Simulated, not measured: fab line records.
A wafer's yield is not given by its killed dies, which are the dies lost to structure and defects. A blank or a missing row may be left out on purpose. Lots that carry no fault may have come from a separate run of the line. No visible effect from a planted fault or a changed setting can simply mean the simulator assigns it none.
Matching of chambers || flow nand harc || ald metal-04 running NHARC_A_BLC_ALD_23: 4 sister chambers
The step deposits TiN, target thk 3 nm, pulse time 1 s, ald cycles 150. 8 wafers are shown with their chamber, then 10 later ones without.

== EACH WAFER AND ITS CHAMBER ==
{"wafer": "L085.1", "chamber": 1, "heater power w (W)": 986, "precursor pulse height rel": 1.000}
{"wafer": "L085.4", "chamber": 3, "heater power w (W)": 1089, "precursor pulse height rel": 0.982}
{"wafer": "L085.2", "chamber": 0, "heater power w (W)": 1153, "precursor pulse height rel": 0.989}
{"wafer": "L085.6", "chamber": 3, "heater power w (W)": 1093, "precursor pulse height rel": 0.982}
{"wafer": "L090.5", "chamber": 1, "heater power w (W)": 958, "precursor pulse height rel": 1.009}
{"wafer": "L090.6", "chamber": 2, "heater power w (W)": 1087, "precursor pulse height rel": 0.968}
{"wafer": "L091.3", "chamber": 2, "heater power w (W)": 1039, "precursor pulse height rel": 0.975}
{"wafer": "L091.4", "chamber": 0, "heater power w (W)": 1136, "precursor pulse height rel": 1.004}

== WAFERS WHOSE CHAMBER IS MISSING ==
{"wafer": "L091.6", "heater power w (W)": 1106, "precursor pulse height rel": 0.966}
{"wafer": "L092.1", "heater power w (W)": 1114, "precursor pulse height rel": 1.001}
{"wafer": "L092.3", "heater power w (W)": 1190, "precursor pulse height rel": 1.022}
{"wafer": "L092.6", "heater power w (W)": 967, "precursor pulse height rel": 1.014}
{"wafer": "L094.4", "heater power w (W)": 970, "precursor pulse height rel": 0.974}
{"wafer": "L094.5", "heater power w (W)": 1128, "precursor pulse height rel": 0.997}
{"wafer": "L094.6", "heater power w (W)": 1049, "precursor pulse height rel": 0.976}
{"wafer": "L097.2", "heater power w (W)": 980, "precursor pulse height rel": 0.983}
{"wafer": "L097.3", "heater power w (W)": 1202, "precursor pulse height rel": 0.991}
{"wafer": "L097.5", "heater power w (W)": 1117, "precursor pulse height rel": 0.987}

== WHICH CHAMBER EACH ONE RAN IN ==
{"wafer": "L091.6", "from the rows above": "can't be placed: 2 or 3", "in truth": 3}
{"wafer": "L092.1", "from the rows above": "can't be placed: 0 or 3", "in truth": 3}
{"wafer": "L092.3", "from the rows above": 0, "in truth": 0}
{"wafer": "L092.6", "from the rows above": 1, "in truth": 1}
{"wafer": "L094.4", "from the rows above": "can't be placed: 2 or 1 or 3", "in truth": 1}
{"wafer": "L094.5", "from the rows above": 0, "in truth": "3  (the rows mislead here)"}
{"wafer": "L094.6", "from the rows above": "can't be placed: 2 or 3", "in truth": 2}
{"wafer": "L097.2", "from the rows above": "can't be placed: 1 or 2", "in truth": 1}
{"wafer": "L097.3", "from the rows above": 0, "in truth": 0}
{"wafer": "L097.5", "from the rows above": "can't be placed: 3 or 0", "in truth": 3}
3 of 10 placed correctly. Not placeable from these rows: 6 (in 6, the candidates include the true chamber). Number placed wrongly: 1.
How it was worked out, from the rows above alone: a wafer's distance from a chamber is the root of the sum, over the readings, of the square of ((its reading less the chamber's mean) divided by the reading's scatter). The wafer belongs to the nearest chamber; if the next one is less than 2 further off, it can't be placed. A chamber's mean is the mean of its shown wafers. How the scatter is found: for the shown wafers, subtract from each reading the mean of its chamber, square and add these, divide the total by (wafers less chambers), then take the root.
